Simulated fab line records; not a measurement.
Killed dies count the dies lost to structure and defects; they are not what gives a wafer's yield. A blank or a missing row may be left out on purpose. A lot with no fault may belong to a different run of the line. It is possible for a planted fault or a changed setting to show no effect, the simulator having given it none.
Matching of chambers | flow n5 finfet | N5_BEOL_M14_DESCUM_33 on rie diel-06 has 4 sister chambers
The step chemistry O2, time 7.9 s. 18 wafers are shown with their chamber, then 9 later ones without.

== EACH WAFER AND ITS CHAMBER ==
wafer  | chamber | drypump motor current A (A) | rf fwd power W (W) | showerhead plenum p Torr (Torr)
L076.1 | 3       | 6.7                         | 49.65              | 2.06
L076.2 | 1       | 4.8                         | 49.16              | 2.00
L076.5 | 0       | 5.1                         | 49.52              | 2.02
L077.1 | 3       | 6.7                         | 49.43              | 2.06
L077.2 | 2       | 5.4                         | 48.84              | 1.96
L077.3 | 0       | 5.2                         | 49.38              | 2.02
L080.2 | 0       | 5.2                         | 49.78              | 2.01
L080.4 | 0       | 5.2                         | 49.73              | 2.01
L080.5 | 0       | 5.1                         | 49.64              | 2.01
L081.1 | 3       | 6.7                         | 49.75              | 2.06
L081.2 | 0       | 5.1                         | 49.64              | 2.01
L081.3 | 1       | 4.8                         | 49.28              | 1.99
L083.2 | 0       | 5.2                         | 49.83              | 2.01
L083.5 | 1       | 4.8                         | 49.25              | 1.99
L083.6 | 2       | 5.4                         | 49.15              | 2.22
L087.2 | 3       | 6.7                         | 49.27              | 2.05
L087.3 | 0       | 5.2                         | 49.56              | 2.01
L087.4 | 2       | 5.4                         | 48.72              | 2.22

SIGNATURES, as means of the wafers listed above
reading                  | chamber 0 | chamber 1 | chamber 2 | chamber 3 | scatter within a chamber
drypump motor current A  | 5.162     | 4.800     | 5.400     | 6.700     | 0.0366
rf fwd power W           | 49.6350   | 49.2300   | 48.9033   | 49.5250   | 0.169
showerhead plenum p Torr | 2.0125    | 1.9933    | 2.1333    | 2.0575    | 0.0569
Rule: for a wafer and a chamber, the distance is found by dividing, reading by reading, the gap between the wafer's reading and the chamber's mean by the reading's scatter, squaring, summing and taking the root. The wafer belongs to the nearest chamber; if the next one is less than 2 further off, it can't be placed. The scatter is the square root of a quotient: the sum, over the shown wafers, of each reading's squared deviation from its chamber's mean, divided by wafers minus chambers.

== WAFERS WITH NO CHAMBER GIVEN ==
wafer  | drypump motor current A (A) | rf fwd power W (W) | showerhead plenum p Torr (Torr)
L089.2 | 6.7                         | 49.42              | 2.05
L089.3 | 5.2                         | 49.86              | 2.01
L089.6 | 6.7                         | 49.35              | 2.05
L092.1 | 6.7                         | 49.49              | 2.05
L092.4 | 6.7                         | 49.58              | 2.05
L092.6 | 4.8                         | 49.20              | 1.99
L096.2 | 4.8                         | 49.11              | 1.98
L096.4 | 6.6                         | 49.31              | 2.04
L096.6 | 5.4                         | 49.23              | 2.21

== WHICH CHAMBER EACH WENT THROUGH ==
wafer  | from the rows above | in truth
L089.2 | 3                   | 3
L089.3 | 0                   | 0
L089.6 | 3                   | 3
L092.1 | 3                   | 3
L092.4 | 3                   | 3
L092.6 | 1                   | 1
L096.2 | 1                   | 1
L096.4 | 3                   | 3
L096.6 | 2                   | 2
Correctly placed: 9 of 9. Not placeable from these rows: 0. Wrongly placed: 0.
